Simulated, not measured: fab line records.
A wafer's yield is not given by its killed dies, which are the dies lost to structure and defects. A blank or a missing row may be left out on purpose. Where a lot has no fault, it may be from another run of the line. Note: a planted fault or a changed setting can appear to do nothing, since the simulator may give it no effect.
The tool behind it: which one?    flow n5_finfet    72 wafers from 24 lots sampled at 6 of the route's 1938 steps

WHAT THE GAUGES SHOWED, per wafer
No reading from a measuring or inspecting step in the record can be judged against a usual standard deviation.

TOOL THAT RAN EACH LOT (tool first, then ch and the chambers of the sampled wafers, then the start)
lot   N5_BEOL_M2_ETCHBACK_99              N5_BEOL_M2_ETCH_70                  N5_BEOL_M2_ALD_84                    N5_BEOL_M2_SPUTTER_81         N5_BEOL_M2_SPUTTER_92         N5_BEOL_M2_CO_CAP_55
L074  rie_diel-06 ch 0,3, day 7 00:09     rie_diel-06 ch 0,3, day 7 00:11     ald_metal-03 ch 0,1,2, day 7 01:13   pvd_sputter-02, day 7 04:53   pvd_sputter-02, day 7 05:46   cvd_co-02 ch 0,1, day 7 07:04
L075  rie_diel-02 ch 0,1,3, day 7 21:39   rie_diel-02 ch 0,1,3, day 7 21:41   ald_metal-01 ch 0,2,3, day 7 22:29   pvd_sputter-03, day 7 23:35   pvd_sputter-03, day 8 00:28   cvd_co-01 ch 0,2, day 8 01:46
L076  rie_diel-06 ch 0,1, day 7 21:50     rie_diel-06 ch 0,1, day 7 21:52     ald_metal-02 ch 0,1, day 7 22:37     pvd_sputter-02, day 8 01:23   pvd_sputter-02, day 8 02:16   cvd_co-01 ch 0,1,2, day 8 03:45
L078  rie_diel-02 ch 0,3, day 8 00:44     rie_diel-02 ch 0,3, day 8 00:46     ald_metal-02 ch 0,1,2, day 8 02:01   pvd_sputter-01, day 8 03:09   pvd_sputter-01, day 8 04:08   cvd_co-01 ch 0,1,2, day 8 05:58
L079  rie_diel-06 ch 1,2,3, day 8 00:44   rie_diel-06 ch 1,2,3, day 8 00:46   ald_metal-03 ch 0,2,3, day 8 02:04   pvd_sputter-02, day 8 03:13   pvd_sputter-02, day 8 04:06   cvd_co-02 ch 0,1,2, day 8 05:45
L077  rie_diel-02 ch 1,2,3, day 8 05:07   rie_diel-02 ch 1,2,3, day 8 05:09   ald_metal-03 ch 1,3, day 8 06:05     pvd_sputter-03, day 8 07:23   pvd_sputter-03, day 8 08:16   cvd_co-02 ch 1,2, day 8 09:34
L081  rie_diel-02 ch 0,2, day 8 09:19     rie_diel-02 ch 0,2, day 8 09:22     ald_metal-02 ch 1,2,3, day 8 10:10   pvd_sputter-03, day 8 11:07   pvd_sputter-03, day 8 12:00   cvd_co-02 ch 0,2, day 8 13:19
L080  rie_diel-05 ch 1,2,3, day 8 09:26   rie_diel-05 ch 1,2,3, day 8 09:28   ald_metal-01 ch 0,1,2, day 8 10:17   pvd_sputter-02, day 8 11:24   pvd_sputter-02, day 8 12:17   cvd_co-02 ch 0,1,2, day 8 15:02
L083  rie_diel-05 ch 1,3, day 9 00:52     rie_diel-05 ch 1,3, day 9 00:53     ald_metal-02 ch 0,2, day 9 01:55     pvd_sputter-03, day 9 04:11   pvd_sputter-03, day 9 05:04   cvd_co-01 ch 0,1,2, day 9 06:23
L082  rie_diel-02 ch 0,1,2, day 9 04:37   rie_diel-02 ch 0,1,2, day 9 04:40   ald_metal-02 ch 0,1,3, day 9 05:46   pvd_sputter-01, day 9 06:53   pvd_sputter-01, day 9 08:01   cvd_co-01 ch 0,2, day 9 09:27
L084  rie_diel-06 ch 0,2, day 9 19:37     rie_diel-06 ch 0,2, day 9 19:39     ald_metal-01 ch 2,3, day 9 20:31     pvd_sputter-01, day 9 21:47   pvd_sputter-01, day 9 22:46   cvd_co-01 ch 0,1,2, day 10 00:25
L086  rie_diel-02 ch 0,1,3, day 10 07:32  rie_diel-02 ch 0,1,3, day 10 07:34  ald_metal-01 ch 0,1,3, day 10 08:56  pvd_sputter-03, day 10 10:13  pvd_sputter-03, day 10 11:05  cvd_co-01 ch 0,1,2, day 10 12:23
L085  rie_diel-02 ch 0,3, day 10 08:58    rie_diel-02 ch 0,3, day 10 09:01    ald_metal-03 ch 0,3, day 10 11:41    pvd_sputter-03, day 10 12:43  pvd_sputter-03, day 10 13:35  cvd_co-01 ch 0,1,2, day 10 15:01
L087  rie_diel-02 ch 0,1,2, day 10 21:38  rie_diel-02 ch 0,1,2, day 10 21:40  ald_metal-01 ch 0,1,3, day 10 22:47  pvd_sputter-03, day 10 23:51  pvd_sputter-03, day 11 00:44  cvd_co-02 ch 0,2, day 11 02:04
L088  rie_diel-06 ch 0,2,3, day 11 00:54  rie_diel-06 ch 0,2,3, day 11 00:56  ald_metal-01 ch 0,2,3, day 11 02:00  pvd_sputter-02, day 11 03:14  pvd_sputter-02, day 11 04:07  cvd_co-02 ch 0,1,2, day 11 05:26
L090  rie_diel-02 ch 0,1,2, day 11 06:29  rie_diel-02 ch 0,1,2, day 11 06:31  ald_metal-03 ch 0,2,3, day 11 07:21  pvd_sputter-03, day 11 08:26  pvd_sputter-03, day 11 09:19  cvd_co-01 ch 0,1,2, day 11 10:37
L089  rie_diel-02 ch 0,1,3, day 11 06:56  rie_diel-02 ch 0,1,3, day 11 06:58  ald_metal-02 ch 0,2, day 11 07:58    pvd_sputter-01, day 11 09:07  pvd_sputter-01, day 11 10:06  cvd_co-01 ch 0,1,2, day 11 11:31
L091  rie_diel-02 ch 1,2,3, day 11 10:25  rie_diel-02 ch 1,2,3, day 11 10:26  ald_metal-03 ch 0,1,3, day 11 11:54  pvd_sputter-01, day 11 13:05  pvd_sputter-01, day 11 14:05  cvd_co-02 ch 0,1, day 11 15:27
L092  rie_diel-06 ch 2,3, day 11 17:55    rie_diel-06 ch 2,3, day 11 17:57    ald_metal-01 ch 2,3, day 11 19:35    pvd_sputter-01, day 11 20:47  pvd_sputter-01, day 11 21:46  cvd_co-02 ch 0,1,2, day 11 23:08
L093  rie_diel-05 ch 0,1,2, day 11 19:43  rie_diel-05 ch 0,1,2, day 11 19:45  ald_metal-01 ch 2,3, day 11 20:47    pvd_sputter-02, day 11 22:14  pvd_sputter-02, day 11 23:07  cvd_co-01 ch 0,1,2, day 12 00:25
L094  rie_diel-06 ch 1,3, day 12 01:54    rie_diel-06 ch 1,3, day 12 01:56    ald_metal-02 ch 1,3, day 12 03:02    pvd_sputter-03, day 12 04:02  pvd_sputter-03, day 12 04:55  cvd_co-01 ch 0,1,2, day 12 06:16
L095  rie_diel-06 ch 0,2,3, day 12 10:28  rie_diel-06 ch 0,2,3, day 12 10:30  ald_metal-02 ch 1,2,3, day 12 11:25  pvd_sputter-01, day 12 12:34  pvd_sputter-01, day 12 13:33  cvd_co-02 ch 0,1, day 12 15:06
L096  rie_diel-02 ch 1,2,3, day 12 21:49  rie_diel-02 ch 1,2,3, day 12 21:50  ald_metal-03 ch 0,1,3, day 12 22:40  pvd_sputter-02, day 12 23:39  pvd_sputter-02, day 13 00:32  cvd_co-02 ch 0,1, day 13 01:50
L097  rie_diel-05 ch 0,2,3, day 13 00:55  rie_diel-05 ch 0,3, day 13 00:58    ald_metal-03 ch 1,2,3, day 13 02:02  pvd_sputter-02, day 13 03:15  pvd_sputter-02, day 13 04:08  cvd_co-02 ch 0,1,2, day 13 05:26
- N5_BEOL_M2_ETCHBACK_99: etches SiO2 in CHF3, target depth 5 nm, time 10.4 s.
- N5_BEOL_M2_ETCH_70: etches SOC in N2/H2, target depth 80 nm, overetch 24 nm, time 130 s.
- N5_BEOL_M2_ALD_84: deposits TaN, pulse time 2 s, purge time 3 s, co reactant purge time 2 s.
- N5_BEOL_M2_SPUTTER_81: material Cu, target thk 4.5 nm, time 8.29 s.
- N5_BEOL_M2_SPUTTER_92: material Cu, target thk 4.5 nm, time 8.29 s.
- N5_BEOL_M2_CO_CAP_55: material Co, precursor CCTBA/H2, target thk 2 nm, time 102.1 s.

AS READ BY THE TOOLS THEMSELVES (means over the sampled wafers that have a number; for cases with no such wafer, the mark the record gives instead)
N5_BEOL_M2_ETCHBACK_99. Usual: chamber_pressure_mTorr is 30.000 mTorr with standard deviation 0.027, drypump_motor_current_A is 5.6 A with standard deviation 0.49, oes_product_au is 0.78 a.u. with standard deviation 0.092, rf_fwd_power_W is 212.9 W with standard deviation 0.87, rf_vpp_V is 238 V with standard deviation 6.4, showerhead_plenum_p_Torr is 2.18 Torr with standard deviation 0.045, and throttle_valve_pct is 17.1 % with standard deviation 0.31.
lot   tool         chamber_pressure_mTorr (mTorr)  drypump_motor_current_A (A)  oes_product_au (a.u.)  rf_fwd_power_W (W)  rf_vpp_V (V)  showerhead_plenum_p_Torr (Torr)  throttle_valve_pct (%)  flag
L074  rie_diel-06  30.017                          5.0                          0.85                   213.0               240           2.15                             16.8                    
L075  rie_diel-02  30.009                          5.8                          0.72                   212.6               239           2.20                             17.4                    
L076  rie_diel-06  30.002                          6.1                          0.80                   213.5               238           2.20                             16.8                    
L078  rie_diel-02  29.993                          5.9                          0.69                   213.2               241           2.21                             17.5                    
L079  rie_diel-06  29.964                          5.6                          0.91                   212.4               243           2.15                             16.6                    
L077  rie_diel-02  29.994                          5.4                          0.72                   212.3               236           2.19                             17.3                    
L081  rie_diel-02  30.005                          5.4                          0.71                   212.2               240           2.23                             17.3                    
L080  rie_diel-05  29.988                          5.5                          0.75                   212.9               235           2.16                             17.0                    
L083  rie_diel-05  29.991                          5.1                          0.69                   212.8               238           2.18                             17.1                    
L082  rie_diel-02  29.974                          5.7                          0.71                   213.5               242           2.20                             17.4                    
L084  rie_diel-06  29.975                          5.3                          0.81                   213.2               236           2.22                             17.2                    
L086  rie_diel-02  30.003                          5.7                          0.79                   212.5               239           2.19                             17.3                    
L085  rie_diel-02  30.002                          5.6                          0.86                   212.6               235           2.20                             17.2                    
L087  rie_diel-02  29.989                          5.7                          0.71                   212.9               242           2.20                             17.4                    
L088  rie_diel-06  29.988                          5.2                          0.83                   213.1               240           2.17                             17.0                    
L090  rie_diel-02  29.995                          5.7                          0.70                   213.4               242           2.20                             17.4                    
L089  rie_diel-02  30.026                          5.8                          0.77                   213.4               239           2.19                             17.4                    
L091  rie_diel-02  29.999                          5.4                          0.78                   213.3               236           2.19                             17.3                    
L092  rie_diel-06  30.009                          5.0                          0.86                   213.7               244           2.12                             16.7                    
L093  rie_diel-05  30.013                          5.7                          0.75                   213.0               232           2.11                             17.0                    
L094  rie_diel-06  30.004                          5.9                          0.80                   213.7               241           2.14                             16.6                    
L095  rie_diel-06  29.985                          5.2                          0.82                   213.3               241           2.16                             17.0                    
L096  rie_diel-02  29.998                          5.4                          0.76                   211.9               235           2.18                             17.3                    
L097  rie_diel-05  29.984                          6.0                          0.83                   212.7               232           2.12                             16.9                    

N5_BEOL_M2_ETCH_70. Usual: chamber_pressure_mTorr is 30.00 mTorr with standard deviation 0.032, drypump_motor_current_A is 5.6 A with standard deviation 0.5, oes_product_au is 0.57 a.u. with standard deviation 0.063, rf_fwd_power_W is 836.4 W with standard deviation 2.6, rf_vpp_V is 524.6 V with standard deviation 1.8, showerhead_plenum_p_Torr is 2.58 Torr with standard deviation 0.06, and throttle_valve_pct is 17.9 % with standard deviation 0.33.
lot   tool         chamber_pressure_mTorr (mTorr)  drypump_motor_current_A (A)  oes_product_au (a.u.)  rf_fwd_power_W (W)  rf_vpp_V (V)  showerhead_plenum_p_Torr (Torr)  throttle_valve_pct (%)  flag
L074  rie_diel-06  30.00                           5.0                          0.64                   836.1               523.9         2.54                             17.5                    
L075  rie_diel-02  29.99                           5.7                          0.53                   836.7               525.2         2.59                             18.2                    
L076  rie_diel-06  30.01                           6.1                          0.59                   840.1               525.4         2.61                             17.7                    
L078  rie_diel-02  30.01                           5.9                          0.51                   836.2               526.2         2.61                             18.2                    
L079  rie_diel-06  30.00                           5.6                          0.66                   835.0               524.1         2.56                             17.4                    
L077  rie_diel-02  29.99                           5.4                          0.53                   836.2               525.2         2.61                             18.2                    
L081  rie_diel-02  30.03                           5.5                          0.52                   837.5               525.9         2.65                             18.3                    
L080  rie_diel-05  30.00                           5.5                          0.56                   835.9               523.3         2.53                             17.6                    
L083  rie_diel-05  29.98                           5.1                          0.52                   833.5               524.5         2.55                             17.7                    
L082  rie_diel-02  30.01                           5.7                          0.54                   834.1               525.6         2.61                             18.2                    
L084  rie_diel-06  30.00                           5.3                          0.59                   832.5               526.6         2.61                             17.9                    
L086  rie_diel-02  30.00                           5.8                          0.58                   835.7               524.9         2.59                             18.1                    
L085  rie_diel-02  30.00                           5.6                          0.63                   836.7               524.9         2.60                             17.9                    
L087  rie_diel-02  29.99                           5.7                          0.52                   837.1               524.9         2.60                             18.2                    
L088  rie_diel-06  30.03                           5.2                          0.61                   836.1               524.3         2.56                             17.7                    
L090  rie_diel-02  29.98                           5.7                          0.52                   836.3               524.4         2.60                             18.3                    
L089  rie_diel-02  30.00                           5.8                          0.58                   839.2               524.6         2.58                             18.1                    
L091  rie_diel-02  29.99                           5.4                          0.57                   836.2               524.5         2.60                             18.2                    
L092  rie_diel-06  30.01                           5.0                          0.63                   835.6               523.0         2.51                             17.5                    
L093  rie_diel-05  29.96                           5.7                          0.56                   837.6               522.0         2.46                             17.6                    
L094  rie_diel-06  29.98                           5.9                          0.60                   838.1               522.7         2.54                             17.5                    
L095  rie_diel-06  30.00                           5.2                          0.60                   837.3               524.2         2.55                             17.7                    
L096  rie_diel-02  29.99                           5.4                          0.56                   836.0               525.0         2.59                             18.2                    
L097  rie_diel-05  29.96                           6.1                          0.60                   833.6               522.6         2.46                             17.5                    

N5_BEOL_M2_ALD_84. Usual: heater_power_w 407 W, standard deviation 55; precursor_vessel_temp_c 75.00 C, standard deviation 0.13.
lot   tool          heater_power_w (W)  precursor_vessel_temp_c (C)  flag
L074  ald_metal-03  418                 74.93                        
L075  ald_metal-01  472                 75.08                        
L076  ald_metal-02  345                 75.07                        
L078  ald_metal-02  360                 75.00                        
L079  ald_metal-03  399                 75.06                        
L077  ald_metal-03  395                 75.12                        
L081  ald_metal-02  378                 74.95                        
L080  ald_metal-01  446                 75.05                        
L083  ald_metal-02  337                 74.90                        
L082  ald_metal-02  370                 74.91                        
L084  ald_metal-01  468                 75.05                        
L086  ald_metal-01  419                 75.05                        
L085  ald_metal-03  377                 74.91                        
L087  ald_metal-01  417                 74.93                        
L088  ald_metal-01  476                 75.03                        
L090  ald_metal-03  395                 75.11                        
L089  ald_metal-02  339                 75.08                        
L091  ald_metal-03  401                 75.00                        
L092  ald_metal-01  503                 75.02                        
L093  ald_metal-01  496                 74.92                        
L094  ald_metal-02  390                 74.95                        
L095  ald_metal-02  378                 75.01                        
L096  ald_metal-03  400                 74.94                        
L097  ald_metal-03  419                 74.94                        

N5_BEOL_M2_SPUTTER_81. Usual: substrate_temp_c -20.00 C, standard deviation 0.1; throttle_valve_pct 30.2 %, standard deviation 0.72.
lot   tool            substrate_temp_c (C)  throttle_valve_pct (%)  flag
L074  pvd_sputter-02  -19.97                30.4                    
L075  pvd_sputter-03  -20.02                29.3                    
L076  pvd_sputter-02  -20.04                30.9                    
L078  pvd_sputter-01  -19.92                30.4                    
L079  pvd_sputter-02  -20.09                30.8                    
L077  pvd_sputter-03  -19.99                29.8                    
L081  pvd_sputter-03  -20.05                29.7                    
L080  pvd_sputter-02  -19.93                30.7                    
L083  pvd_sputter-03  -19.98                29.7                    
L082  pvd_sputter-01  -20.09                30.0                    
L084  pvd_sputter-01  -20.11                30.6                    
L086  pvd_sputter-03  -20.01                29.8                    
L085  pvd_sputter-03  -20.03                30.1                    
L087  pvd_sputter-03  -20.05                29.9                    
L088  pvd_sputter-02  -20.07                29.8                    
L090  pvd_sputter-03  -20.10                30.0                    
L089  pvd_sputter-01  -19.95                29.5                    
L091  pvd_sputter-01  -20.04                30.0                    
L092  pvd_sputter-01  -20.03                30.1                    
L093  pvd_sputter-02  -19.92                31.1                    
L094  pvd_sputter-03  -20.08                29.8                    
L095  pvd_sputter-01  -20.08                30.5                    
L096  pvd_sputter-02  -19.90                30.0                    
L097  pvd_sputter-02  -20.02                30.6                    

N5_BEOL_M2_SPUTTER_92. Usual: substrate_temp_c -19.99 C, standard deviation 0.1; throttle_valve_pct 30.2 %, standard deviation 0.72.
lot   tool            substrate_temp_c (C)  throttle_valve_pct (%)  flag
L074  pvd_sputter-02  -19.93                30.4                    
L075  pvd_sputter-03  -19.94                29.4                    
L076  pvd_sputter-02  -20.17                31.2                    
L078  pvd_sputter-01  -19.98                30.5                    
L079  pvd_sputter-02  -20.05                30.6                    
L077  pvd_sputter-03  -19.96                29.9                    
L081  pvd_sputter-03  -19.92                29.7                    
L080  pvd_sputter-02  -20.05                30.4                    
L083  pvd_sputter-03  -19.98                29.6                    
L082  pvd_sputter-01  -20.08                30.0                    
L084  pvd_sputter-01  -20.08                30.6                    
L086  pvd_sputter-03  -19.93                30.0                    
L085  pvd_sputter-03  -19.94                30.1                    
L087  pvd_sputter-03  -19.96                29.7                    
L088  pvd_sputter-02  -19.91                29.8                    
L090  pvd_sputter-03  -19.95                29.9                    
L089  pvd_sputter-01  -19.96                29.6                    
L091  pvd_sputter-01  -19.89                29.9                    
L092  pvd_sputter-01  -20.06                30.3                    
L093  pvd_sputter-02  -20.04                31.0                    
L094  pvd_sputter-03  -19.96                29.7                    
L095  pvd_sputter-01  -19.95                30.5                    
L096  pvd_sputter-02  -20.04                30.1                    
L097  pvd_sputter-02  -20.02                30.7                    

N5_BEOL_M2_CO_CAP_55. Usual: heater_power_w reads 228 W (standard deviation 20).
lot   tool       heater_power_w (W)  flag
L074  cvd_co-02  221                 
L075  cvd_co-01  237                 
L076  cvd_co-01  225                 
L078  cvd_co-01  224                 
L079  cvd_co-02  228                 
L077  cvd_co-02  240                 
L081  cvd_co-02  240                 
L080  cvd_co-02  231                 
L083  cvd_co-01  227                 
L082  cvd_co-01  242                 
L084  cvd_co-01  219                 
L086  cvd_co-01  226                 
L085  cvd_co-01  225                 
L087  cvd_co-02  219                 
L088  cvd_co-02  230                 
L090  cvd_co-01  226                 
L089  cvd_co-01  224                 
L091  cvd_co-02  205                 
L092  cvd_co-02  232                 
L093  cvd_co-01  228                 
L094  cvd_co-01  225                 
L095  cvd_co-02  223                 
L096  cvd_co-02  212                 
L097  cvd_co-02  233                 

THE ANSWER, worked out from the rows above alone
Rule: lot off if the mean of its wafers having a number is beyond 3 standard deviations from the usual mean. Also off: a lot with no number at a reading for which 4 or more lots have one. Where the step has rows for the other lots, those lots are counted as sound. The gauges are gone through in route order, then the tools' own readings, and for those a lot's mean is taken as printed above. The first step at which some lot is off is used, and at that step the reading that is off furthest; a lot without a number counts as furthest.
No lot is off on any of the readings shown, so nothing can be concluded from this.

WHAT THE SIMULATOR HAD PUT IN
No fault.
